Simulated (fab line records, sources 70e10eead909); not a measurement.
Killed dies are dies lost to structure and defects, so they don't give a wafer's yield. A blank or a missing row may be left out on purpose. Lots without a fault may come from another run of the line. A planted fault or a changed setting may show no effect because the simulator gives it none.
fab line records | flow nand_harc
record lots=6 wafers=18 last_day=33
route steps=1302 shown THIN_TSV@1276
lots that met no fault: from a run of the same line without faults
start_h: hours from the record's first day to the start of the lot's first wafer shown | wait_h: hours since the lot's step before | " the same as in the row above | L1.1+2: a row that stands for several wafers | - no value, or no start given | * or withheld: withheld | < > ~ a bound
route shown NAME@n: a module of which the file shows steps, and the number in the route of the first | usual: mean/standard deviation of fault-free wafers | same: alike in all rows | chamber/n: place in a boat | sites: the reading at each site | _std_site: their standard deviation | _edge_site: outer sites' mean less inner sites' | radius_mm: how far each site lies from the wafer's centre | mask NAME#n: copy n | behind: the tool/chamber that last shaped the wafer | hold: why the lot was held/for how many hours/how that ended | device: the transistor (n, p or np) that didn't switch | end of line: the same wafers' tests at the end of the route | a step without rows: its recipe alone | killed: dies lost to structure and defects at the first sort, not the wafer's yield | map: a wafer's dies, x killed, . not, _ none there
set.NAME: the setting as run; set.NAME@STEP: as run at that earlier step | model.NAME: the simulator's own value behind a step, which no gauge read
lots at some steps of the route; a table a step, a row a wafer
services: from which hour (start_h, from the record's first day; less than 0 if before it) a tool's chamber was out of use, for how many hours, and why
## steps
# step NHARC_THIN_TSV_CMP_21
# recipe t_overpolish_s=30 target_thk_nm=2000
# usual motor_current_A=11.8/1.3 overpolish_run_s=30.001/0.009 slurry_filter_dp_kPa=13.52/0.13
# columns lot.wafer tool chamber start_h wait_h motor_current_A overpolish_run_s slurry_filter_dp_kPa
L594.2 cmp-04 2 636.53 - 11.4 29.995 13.43
L594.6 " 0 " " 10.8 30.017 13.49
L594.5 " 1 " " 14.1 29.987 13.73
L596.1 cmp-03 3 643.67 - 9.2 29.997 13.46
L596.3 " 1 " " 12.3 30.006 13.50
L596.6 " 2 " " 12.7 29.998 13.53
L605.3 cmp-03 0 727.36 - 10.8 30.018 13.60
L605.1 " 1 " " 12.5 30.016 13.49
L605.5 " 3 " " 9.6 30.003 13.57
L607.2 cmp-04 0 773.64 - 10.1 30.018 13.34
L607.5 " 2 " " 11.7 30.002 13.54
L607.6 " 3 " " 12.0 29.991 13.89
L608.4 cmp-04 2 775.44 - 12.5 29.993 13.39
L608.2 " 3 " " 10.8 30.000 13.49
L608.6 " 0 " " 10.9 29.992 13.50
L609.3 cmp-01 2 782.64 - 12.3 30.003 13.63
L609.4 " 1 " " 11.0 30.002 13.72
L609.6 " 2 " " 12.4 29.989 13.70
# step NHARC_THIN_TSV_SRD_23
# step NHARC_THIN_TSV_DEGAS_53
# recipe temp_c=300 time_s=60
# usual heater_power_w=454/47
# columns lot.wafer tool chamber start_h wait_h heater_power_w
L594.2 pvd_sputter-03 - 636.96 0.1 411
L594.6 " - " " 383
L594.5 " - " " 473
L596.1 pvd_sputter-01 - 644.14 0.1 444
L596.3 " - " " 439
L596.6 " - " " 457
L605.1 pvd_sputter-01 - 727.77 0.1 440
L605.3 " - " " 442
L605.5 " - " " 474
L607.2 pvd_sputter-02 - 774.08 0.1 398
L607.5 " - " " 468
L607.6 " - " " 446
L608.4 pvd_sputter-01 - 775.84 0.1 456
L608.2 " - " " 428
L608.6 " - " " 456
L609.3 pvd_sputter-02 - 783.12 0.1 486
L609.4 " - " " 463
L609.6 " - " " 475
# step NHARC_THIN_TSV_PRE_CLEAN_54
# recipe time_s=30 temp_c=280 gas=H2/He
# usual heater_power_w=397/42
# columns lot.wafer tool chamber start_h wait_h heater_power_w
L594.2 pvd_sputter-03 - 637.01 0.0 470
L594.6 " - " " 409
L594.5 " - " " 478
L596.1 pvd_sputter-01 - 644.19 0.0 388
L596.3 " - " " 367
L596.6 " - " " 394
L605.3 pvd_sputter-01 - 727.85 0.1 374
L605.1 " - " " 400
L605.5 " - " " 417
L607.2 pvd_sputter-02 - 774.14 0.0 378
L607.5 " - " " 392
L607.6 " - " " 357
L608.4 pvd_sputter-01 - 775.94 0.1 381
L608.2 " - " " 398
L608.6 " - " " 382
L609.3 pvd_sputter-02 - 783.20 0.1 352
L609.4 " - " " 411
L609.6 " - " " 346
# step NHARC_THIN_TSV_PVD_55
# recipe target_thk_a=500 material=TiN
# step NHARC_THIN_TSV_PVD_24
# recipe target_thk_a=8000 power_w=withheld chamber_pressure_pa=withheld substrate_temp_c=withheld time_s=withheld gas=Ar material=Al
# step NHARC_THIN_TSV_DEHYDRATE_25
# recipe temp_c=150 time_s=120
# step NHARC_THIN_TSV_HMDS_26
# recipe time_s=30
# step NHARC_THIN_TSV_COAT_27
# recipe spin_rpm=*
# step NHARC_THIN_TSV_SOFTBAKE_28
# recipe temp_c=122 time_s=95
# step NHARC_THIN_TSV_EBR_29
# step NHARC_THIN_TSV_EXPOSE_30
# recipe na=0.55 dose_mj=11.47 mask_id=PAD
# usual exposure_dose_mJ_cm2=11.470/0.011 focus_offset_nm=0.1/0.52
# columns lot.wafer tool chamber start_h wait_h mask exposure_dose_mJ_cm2 focus_offset_nm
L594.2 krf_scanner-02 - 637.92 - PAD#0 - -
L594.5 " - " " PAD#0 - -
L594.6 " - " " PAD#0 - -
L596.1 krf_scanner-01 - 645.11 - PAD#0 - -
L596.3 " - " " PAD#0 - -
L596.6 " - " " PAD#0 - -
L605.1 krf_scanner-02 0 728.81 - PAD#0 11.480 -0.1
L605.3 " 0 " " PAD#0 11.464 -0.3
L605.5 " 0 " " PAD#0 11.481 -0.5
L607.2 krf_scanner-01 0 775.10 - PAD#0 11.476 -0.7
L607.5 " 0 " " PAD#0 11.459 0.7
L607.6 " 0 " " PAD#0 11.475 0.4
L608.2 krf_scanner-01 0 776.70 - PAD#0 11.465 0.3
L608.4 " 0 " " PAD#0 11.473 -0.3
L608.6 " 0 " " PAD#0 11.465 0.3
L609.3 krf_scanner-03 0 784.12 - PAD#0 11.480 -0.4
L609.4 " 0 " " PAD#0 11.457 -0.1
L609.6 " 0 " " PAD#0 11.469 0.0
# step NHARC_THIN_TSV_PEB_31
# recipe peb_temp_c=118 peb_time_s=85
## services
# columns tool chamber start_h hours kind
krf_scanner-02 - 613.79 4.6 repair
krf_scanner-03 - 627.80 0.7 repair
cmp-01 - 629.43 0.4 repair
pvd_sputter-02 - 638.00 10.0 pm
krf_scanner-01 - 656.00 4.0 pm
krf_scanner-03 - 664.52 0.5 repair
pvd_sputter-03 - 671.58 1.1 repair
pvd_sputter-01 - 674.90 4.6 repair
cmp-01 - 677.24 4.0 pm
cmp-04 - 686.14 1.7 repair
cmp-03 - 687.03 4.0 pm
cmp-04 - 694.16 0.7 repair
pvd_sputter-01 - 694.64 2.8 repair
cmp-04 - 695.23 1.4 repair
cmp-04 - 699.00 4.0 pm
pvd_sputter-03 - 703.25 4.3 repair
pvd_sputter-03 - 707.56 10.0 pm
cmp-04 - 713.67 0.4 repair
cmp-04 - 728.33 2.0 repair
pvd_sputter-03 - 742.65 3.8 repair
krf_scanner-03 - 744.07 4.0 pm
cmp-04 - 759.29 2.0 repair
pvd_sputter-01 - 760.97 10.0 pm
cmp-03 - 772.67 3.6 repair
## key
first_sign step=NHARC_THIN_TSV_EXPOSE_30 reading=tool_record direction=missing
effect none on later readings
met_at NHARC_THIN_TSV_EXPOSE_30
struck_wafers L594.2,L594.5,L594.6,L596.1,L596.3,L596.6
later_rows_left_out L594.2,L594.5,L594.6,L596.1,L596.3,L596.6
sort_left_out L594.2,L594.5,L594.6,L596.1,L596.3,L596.6
fault kind=skipped_step_whole tool=krf_scanner-01,krf_scanner-02 chamber=- onset_h=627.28 steps=NHARC_THIN_TSV_EXPOSE_30 scope=struck_lots_only
# sort_left_out: the simulated sort isn't trusted on such a fault, so these wafers' sort isn't shown, and their yield isn't known
# later_rows_left_out: the simulator's readings of these wafers behind a module that went badly wrong aren't trusted and aren't shown, but for the sort
